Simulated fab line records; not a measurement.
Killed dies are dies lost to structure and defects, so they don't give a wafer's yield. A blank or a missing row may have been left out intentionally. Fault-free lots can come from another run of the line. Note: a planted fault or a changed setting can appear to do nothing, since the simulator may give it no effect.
Chamber matching -- flow n5Finfet -- N5_HKMG_FIN_ALD_74 on aldHk-03: 4 sister chambers
The step deposits La2O3, target thk 0.5 nm, pulse time 6 s, co reactant pulse time 1 s. 8 wafers are shown with their chamber, then 7 later ones without.

## EACH WAFER AND ITS CHAMBER
wafer,chamber,heaterPowerW (W),precursorPulseHeightRel
L347.6,3,405,1.024
L361.2,1,315,0.997
L361.4,0,369,1.035
L363.1,1,314,1.001
L363.2,3,400,1.020
L363.5,2,371,0.990
L364.4,2,365,1.025
L364.5,0,361,0.984

## WAFERS MISSING THEIR CHAMBER
wafer,heaterPowerW (W),precursorPulseHeightRel
L364.6,406,0.995
L367.1,363,1.004
L367.2,317,0.985
L367.6,374,1.010
L368.1,378,0.998
L368.3,377,1.017
L368.5,363,0.971

## CHAMBER TAKEN BY EACH
wafer,from the rows above,in truth
L364.6,3,3
L367.1,can't be placed: 0 or 2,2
L367.2,1,1
L367.6,can't be placed: 2 or 0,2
L368.1,can't be placed: 2 or 0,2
L368.3,can't be placed: 2 or 0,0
L368.5,can't be placed: 0 or 2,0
Correctly placed: 2 of 7. Cannot be placed on the basis of these rows: 5; the candidates contain the true chamber in 5. Number placed wrongly: 0.
How it was worked out, from the rows above alone: a wafer's distance from a chamber is the root of the sum, over the readings, of the square of ((its reading less the chamber's mean) divided by the reading's scatter). If the next closest chamber is less than 2 further off than the closest, the wafer can't be placed; otherwise it belongs to the closest. Each chamber's mean is taken over the wafers shown for it. The scatter: the root of (the sum of the squares of (reading less its chamber's mean) over the shown wafers, divided by (wafers less chambers)).
